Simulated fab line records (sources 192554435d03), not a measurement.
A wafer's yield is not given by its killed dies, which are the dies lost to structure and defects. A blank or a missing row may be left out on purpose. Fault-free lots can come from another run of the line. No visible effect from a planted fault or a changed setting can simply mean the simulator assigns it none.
Which tool did it? / flow n5-finfet / 11 lots, 31 wafers sampled, at 2 steps of a route of 1938

== WHAT THE GAUGES READ, wafer by wafer ==
N5_PASSIVATION_OVL_MEAS_60. Usual: TV_OVL typically reads -2 nm, with standard deviation 5.3.
lot=L681; measured=day 12 04:42; on=overlay-02; TV_OVL (nm)=4 2 1; flag=
lot=L680; measured=day 12 07:52; on=overlay-02; TV_OVL (nm)=-6 -4 1; flag=
lot=L682; measured=day 12 16:30; on=overlay-01; TV_OVL (nm)=-10 -8 -2; flag=
lot=L683; measured=day 12 20:32; on=overlay-02; TV_OVL (nm)=-9 3; flag=
lot=L684; measured=day 12 21:38; on=overlay-01; TV_OVL (nm)=2 2 0; flag=
lot=L685; measured=day 13 09:56; on=overlay-01; TV_OVL (nm)=10 4 8; flag=
lot=L686; measured=day 13 10:06; on=overlay-02; TV_OVL (nm)=-1 3 0; flag=
lot=L688; measured=day 13 22:53; on=overlay-02; TV_OVL (nm)=-1 5 10; flag=
lot=L696; measured=day 16 15:56; on=overlay-01; TV_OVL (nm)=6 0 4; flag=
lot=L697; measured=day 17 03:32; on=overlay-01; TV_OVL (nm)=6 0 -1; flag=
lot=L702; measured=day 18 12:52; on=overlay-01; TV_OVL (nm)=-3 -10; flag=

== EACH LOT AND THE TOOL THAT RAN IT (in order: tool; ch and the chambers of the sampled wafers; start) ==
lot=L681; N5_MIM_BOT_ETCH_STRIP_01=rie-diel-05 ch 0,2,3, day 12 03:25
lot=L680; N5_MIM_BOT_ETCH_STRIP_01=rie-diel-04 ch 0,1, day 12 06:25
lot=L682; N5_MIM_BOT_ETCH_STRIP_01=rie-diel-03 ch 0,1, day 12 13:38
lot=L683; N5_MIM_BOT_ETCH_STRIP_01=rie-diel-05 ch 0,2, day 12 19:04
lot=L684; N5_MIM_BOT_ETCH_STRIP_01=rie-diel-03 ch 2,3, day 12 20:19
lot=L685; N5_MIM_BOT_ETCH_STRIP_01=rie-diel-04 ch 1,3, day 13 08:44
lot=L686; N5_MIM_BOT_ETCH_STRIP_01=rie-diel-05 ch 0,1, day 13 08:59
lot=L688; N5_MIM_BOT_ETCH_STRIP_01=rie-diel-04 ch 1,2,3, day 13 19:31
lot=L696; N5_MIM_BOT_ETCH_STRIP_01=rie-diel-05 ch 0,2,3, day 16 13:01
lot=L697; N5_MIM_BOT_ETCH_STRIP_01=rie-diel-04 ch 1,2, day 16 23:23
lot=L702; N5_MIM_BOT_ETCH_STRIP_01=rie-diel-03 ch 0,3, day 18 11:41
- N5_MIM_BOT_ETCH_STRIP_01: strips in O2.

== AS READ BY THE TOOLS THEMSELVES (means over the sampled wafers that have a number; for cases with no such wafer, the mark the record gives instead) ==
N5_MIM_BOT_ETCH_STRIP_01. Usual: drypump-motor-current-A 5.7 A, standard deviation 0.48; oes-product-au 0.81 a.u., standard deviation 0.086; rf-vpp-V 4.0 V, standard deviation 1.4; showerhead-plenum-p-Torr 2.13 Torr, standard deviation 0.11; throttle-valve-pct 16.68 %, standard deviation 0.2.
lot=L681; tool=rie-diel-05; drypump-motor-current-A (A)=6.0; oes-product-au (a.u.)=0.80; rf-vpp-V (V)=3.7; showerhead-plenum-p-Torr (Torr)=2.09; throttle-valve-pct (%)=16.59; flag=
lot=L680; tool=rie-diel-04; drypump-motor-current-A (A)=5.3; oes-product-au (a.u.)=0.82; rf-vpp-V (V)=3.7; showerhead-plenum-p-Torr (Torr)=2.10; throttle-valve-pct (%)=16.59; flag=
lot=L682; tool=rie-diel-03; drypump-motor-current-A (A)=5.9; oes-product-au (a.u.)=0.76; rf-vpp-V (V)=3.4; showerhead-plenum-p-Torr (Torr)=2.09; throttle-valve-pct (%)=16.90; flag=
lot=L683; tool=rie-diel-05; drypump-motor-current-A (A)=6.0; oes-product-au (a.u.)=0.81; rf-vpp-V (V)=6.0; showerhead-plenum-p-Torr (Torr)=2.02; throttle-valve-pct (%)=16.60; flag=
lot=L684; tool=rie-diel-03; drypump-motor-current-A (A)=5.3; oes-product-au (a.u.)=0.70; rf-vpp-V (V)=3.8; showerhead-plenum-p-Torr (Torr)=2.03; throttle-valve-pct (%)=16.72; flag=
lot=L685; tool=rie-diel-04; drypump-motor-current-A (A)=5.0; oes-product-au (a.u.)=0.75; rf-vpp-V (V)=4.7; showerhead-plenum-p-Torr (Torr)=2.06; throttle-valve-pct (%)=16.81; flag=
lot=L686; tool=rie-diel-05; drypump-motor-current-A (A)=6.3; oes-product-au (a.u.)=0.88; rf-vpp-V (V)=5.2; showerhead-plenum-p-Torr (Torr)=2.18; throttle-valve-pct (%)=16.68; flag=
lot=L688; tool=rie-diel-04; drypump-motor-current-A (A)=5.5; oes-product-au (a.u.)=0.84; rf-vpp-V (V)=3.9; showerhead-plenum-p-Torr (Torr)=2.16; throttle-valve-pct (%)=16.76; flag=
lot=L696; tool=rie-diel-05; drypump-motor-current-A (A)=6.0; oes-product-au (a.u.)=0.76; rf-vpp-V (V)=3.6; showerhead-plenum-p-Torr (Torr)=2.07; throttle-valve-pct (%)=16.62; flag=
lot=L697; tool=rie-diel-04; drypump-motor-current-A (A)=5.7; oes-product-au (a.u.)=0.89; rf-vpp-V (V)=2.0; showerhead-plenum-p-Torr (Torr)=2.25; throttle-valve-pct (%)=16.77; flag=
lot=L702; tool=rie-diel-03; drypump-motor-current-A (A)=5.5; oes-product-au (a.u.)=0.82; rf-vpp-V (V)=3.8; showerhead-plenum-p-Torr (Torr)=2.14; throttle-valve-pct (%)=16.59; flag=

== THE ANSWER, worked out from the rows above alone ==
Rule: a lot is off if the mean of its wafers that have a number lies more than 3 standard deviations from the usual mean. A lot without any number at a reading at which 4 lots or more have one is off too. Where the step has rows for the other lots, those lots are counted as sound. The gauges are gone through in route order, then the tools' own readings, and for those a lot's mean is taken as printed above. The first step at which some lot is off is used, and at that step the reading that is off furthest; a lot without a number counts as furthest.
Across all readings shown, no lot is off: no conclusion can be drawn from this.

== WHAT THE SIMULATOR PUT IN ==
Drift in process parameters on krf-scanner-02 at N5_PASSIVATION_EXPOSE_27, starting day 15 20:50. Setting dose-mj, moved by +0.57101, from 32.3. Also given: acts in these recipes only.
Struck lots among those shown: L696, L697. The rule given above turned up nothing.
